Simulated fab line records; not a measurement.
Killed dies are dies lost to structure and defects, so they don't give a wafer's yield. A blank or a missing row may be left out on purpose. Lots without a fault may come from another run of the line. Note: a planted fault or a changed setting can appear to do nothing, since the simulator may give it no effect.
Matching of chambers | flow nand harc | rie diel-05 running NHARC_A_STAIRCASE_ETCH_313: 4 sister chambers
The step etches the open film in CF4/CHF3. 4 wafers are shown with their chamber, then 7 later ones without.

== WAFERS WITH THEIR CHAMBER ==
wafer  | chamber | drypump motor current A (A)
L645.2 | 2       | 6.1
L646.5 | 1       | 5.7
L649.1 | 3       | 6.5
L649.3 | 0       | 4.8

== WAFERS WHOSE CHAMBER IS MISSING ==
wafer  | drypump motor current A (A)
L649.4 | 6.1
L651.1 | 5.7
L651.4 | 4.7
L651.6 | 6.5
L654.2 | 4.8
L654.4 | 6.5
L654.6 | 6.1

== WHICH CHAMBER EACH ONE RAN IN ==
wafer  | from the rows above | in truth
L649.4 | 2                   | 2
L651.1 | 1                   | 1
L651.4 | 0                   | 0
L651.6 | 3                   | 3
L654.2 | 0                   | 0
L654.4 | 3                   | 3
L654.6 | 2                   | 2
Placed correctly: 7 of 7. Number that these rows cannot place: 0. Wrongly placed: 0.
How it was worked out, from the rows above alone: a wafer's distance from a chamber is the root of the sum, over the readings, of the square of ((its reading less the chamber's mean) divided by the reading's scatter). If the next closest chamber is less than 2 further off than the closest, the wafer can't be placed; otherwise it belongs to the closest. For every chamber, the mean is computed from those of its wafers that are shown. The scatter: with one shown wafer a chamber, the root of the mean of the squares of how far each hidden wafer lies from its nearest shown one.
